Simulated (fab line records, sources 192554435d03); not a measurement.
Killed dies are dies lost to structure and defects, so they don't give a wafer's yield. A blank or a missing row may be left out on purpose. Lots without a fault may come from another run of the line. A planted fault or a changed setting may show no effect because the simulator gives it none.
A struck lot beside a sound one | flow n5_finfet | 40 steps out of a route of 1938
Sound: wafers L368.1, L368.4, L368.6. Struck: wafer L355.4. (L355.2, L355.6 of the same lot were not struck and are left out.) The cause comes at the end.
At each step with rows: each side's tool, then ch and its chambers, then its first start. Under that, the readings that differ: sound wafers | struck wafers | difference of the means | sigmas: that difference in standard deviations of wafers without a fault.
alike: readings whose means differ by less than 2 such deviations, and words and numbers that are the same on both sides. not compared: withheld readings, readings that some wafer has no value for, bounds like >300 that may hide the same value, and numbers for which the record gives no deviation and whose values overlap.
The two part at a step that has a row with sigmas, a row that says differs or no value, or rows on one side only. Numbers that don't overlap but have no deviation are shown without sigmas and don't part them. A reading that every wafer of one side lacks parts them only if that side has two wafers or more.

first, 12 steps without rows for these wafers: N5_BEOL_M0_SAQP_DESCUM_19 (chemistry O2, time 7.9 s); N5_BEOL_M0_SAQP_ETCH_83 (etches SiARC in CF4, target depth 39 nm, time 65 s); N5_BEOL_M0_SAQP_ETCH_84 (etches SOC in N2/H2, target depth 100 nm, overetch 20 nm, time 150 s); N5_BEOL_M0_SAQP_STRIP_80 (strips in N2/H2); N5_BEOL_M0_SAQP_HM_OPEN_112 (chemistry CHF3/O2, target SiO2, stops on a-Si, target depth 12 nm, time 13.5 s); N5_BEOL_M0_SAQP_STRIP_113 (strips in CHF3/O2); N5_BEOL_M0_SAQP_MANDREL_ETCH_20 (etches a-Si in HBr/Cl2, stops on SiNx, target depth 60 nm, bt time 10 s, time 30 s); N5_BEOL_M0_SAQP_STRIP_86 (strips in N2/H2); N5_BEOL_M0_SAQP_STRIP_115 (strips in post etch residue remover, time 60 s); N5_BEOL_M0_SAQP_SRD_93 (time 30 s); N5_BEOL_M0_SAQP_RECESS_114 (chemistry HF/NH3, target SiO2, target depth 14.4 nm, afs cycles 3, sublimation time 60 s); N5_BEOL_M0_SAQP_SPACER1_ALD_98 (deposits SiO2, target thk 12.8 nm, pulse time 1 s, purge time 2 s).
N5_BEOL_M0_SAQP_SPACER1_ETCHBACK_99: etches SiO2 in CHF3/O2, target depth 15.4 nm, time 7.7 s.
  sound on rie_diel-03 ch 1,2,3, day 10 16:08; struck on rie_diel-04 ch 2, day 7 11:07
  reading               | sound             | struck | difference | sigmas
  O2_flow_sccm (sccm)   | 4.975 4.999 4.988 | 5.016  | +0.029     | +2
  oes_product_au (a.u.) | 0.83 0.85 0.81    | 0.51   | -0.32      | -4
  alike: drypump_motor_current_A, mfc_ar_sccm, rf_vpp_V, showerhead_plenum_p_Torr, throttle_valve_pct
  not compared: rf_hours_counter_h
N5_BEOL_M0_SAQP_MANDREL1_REMOVE_100: chemistry HBr/Cl2/O2, target a-Si, stops on SiNx, bt time 10 s.
  sound on rie_si-06 ch 1,2,3, day 10 16:13; struck on rie_si-04 ch 1, day 7 11:13
  reading                     | sound             | struck | difference | sigmas
  drypump_motor_current_A (A) | 5.6 5.5 5.6       | 4.9    | -0.7       | -2
  oes_product_au (a.u.)       | 1.012 0.993 1.012 | 0.420  | -0.586     | -49
  alike: O2_flow_sccm, throttle_valve_pct
  not compared: rf_hours_counter_h
N5_BEOL_M0_SAQP_CD_MEAS_25: target cd 13.1 nm.
  sound on cd_sem-03 ch 0, day 10 16:20; struck on cd_sem-02 ch 0, day 7 11:19
  not compared: cd_nm
N5_BEOL_M0_SAQP_ETCH_101: etches SiNx in CH3F/O2, target depth 29.9 nm, time 42.7 s.
  sound on rie_diel-01 ch 1,2, day 10 16:22; struck on rie_diel-04 ch 1, day 7 11:22
  reading               | sound          | struck | difference | sigmas
  oes_product_au (a.u.) | 0.97 0.85 0.97 | 0.36   | -0.57      | -6
  alike: O2_flow_sccm, drypump_motor_current_A, mfc_ar_sccm, rf_vpp_V, showerhead_plenum_p_Torr, throttle_valve_pct
  not compared: rf_hours_counter_h
then, 1 step without rows for these wafers: N5_BEOL_M0_SAQP_ETCH_102 (etches SiO2 in CF4, target depth 4 nm, time 4.4 s).
N5_BEOL_M0_SAQP_MANDREL_ETCH_103: etches a-Si in HBr/Cl2, stops on SiCN, target depth 45 nm, bt time 10 s, time 27 s.
  sound on rie_si-02 ch 2,3, day 10 16:31; struck on rie_si-02 ch 3, day 7 11:30
  reading               | sound             | struck | difference | sigmas
  oes_product_au (a.u.) | 0.678 0.676 0.674 | 0.317  | -0.359     | -39
  alike: drypump_motor_current_A, throttle_valve_pct
  not compared: rf_hours_counter_h
then, 20 steps without rows for these wafers: N5_BEOL_M0_SAQP_RECESS_104 (chemistry HF/NH3, target SiO2, target depth 18 nm, afs cycles 3, sublimation time 60 s); N5_BEOL_M0_SAQP_COAT_105 (time 60 s, resist thk 100 nm); N5_BEOL_M0_SAQP_ETCH_106 (etches SOC in N2/H2, stops on SiNx, target depth 150 nm); N5_BEOL_M0_SAQP_ETCH_107 (etches SiNx in CH3F/O2, target depth 30 nm); N5_BEOL_M0_SAQP_STRIP_108 (strips in N2/H2); N5_BEOL_M0_SAQP_RECESS_109 (chemistry HF/NH3, target SiO2, target depth 3 nm, afs cycles 1, sublimation time 60 s); N5_BEOL_M0_SAQP_SPACER2_ALD_26 (deposits SiO2, target thk 15 nm, pulse time 1 s, purge time 2 s); N5_BEOL_M0_SAQP_SPACER2_ETCHBACK_27 (etches SiO2 in CHF3/O2, target depth 22.5 nm, time 11.25 s); N5_BEOL_M0_SAQP_MANDREL2_REMOVE_110 (chemistry HBr/Cl2/O2, target a-Si, stops on SiCN, bt time 10 s); N5_BEOL_M0_SAQP_COAT_69 (time 60 s, resist thk 90 nm); N5_BEOL_M0_SAQP_COAT_72 (time 60 s, resist thk 15 nm); N5_BEOL_M0_SAQP_COAT_87 (time 60 s, resist thk 5 nm); N5_BEOL_M0_SAQP_COAT_34 (resist thk 30 nm); N5_BEOL_M0_SAQP_EBR_36; N5_BEOL_M0_SAQP_SOFTBAKE_35 (time 60 s); N5_BEOL_M0_SAQP_EXPOSE_37 (exposes mask M0 CUT1, target cd 30 nm); N5_BEOL_M0_SAQP_PEB_38 (peb time 60 s); N5_BEOL_M0_SAQP_DEVELOP_39 (develop time 30 s); N5_BEOL_M0_SAQP_DESCUM_45 (chemistry O2, time 7 s); N5_BEOL_M0_SAQP_ETCH_88 (etches underlayer in N2/H2, target depth 6.5 nm, time 5.2 s).
N5_BEOL_M4_RC_MEAS_101:
  the record has rows for the sound wafers here (prober-01 ch 0, day 13 07:43) and none for the struck ones
-- the record jumps here: 8 days lie between the struck wafers' starts before and after (it left off in module BEOL_M4 and takes up again in module PASSIVATION, whose first step shown is number 1936 of the route) --
N5_PASSIVATION_PROBE_49:
  the record has rows for the struck wafers here (prober-01, day 15 00:39) and none for the sound ones

WHERE THEY PART
First at N5_BEOL_M0_SAQP_SPACER1_ETCHBACK_99; last, within this record, at N5_PASSIVATION_PROBE_49.

WHY: what the simulator had put in
Process parameter drift: rie_diel-04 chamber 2, from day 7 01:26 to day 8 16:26, at N5_BEOL_M0_SAQP_SPACER1_ETCHBACK_99. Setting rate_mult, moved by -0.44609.
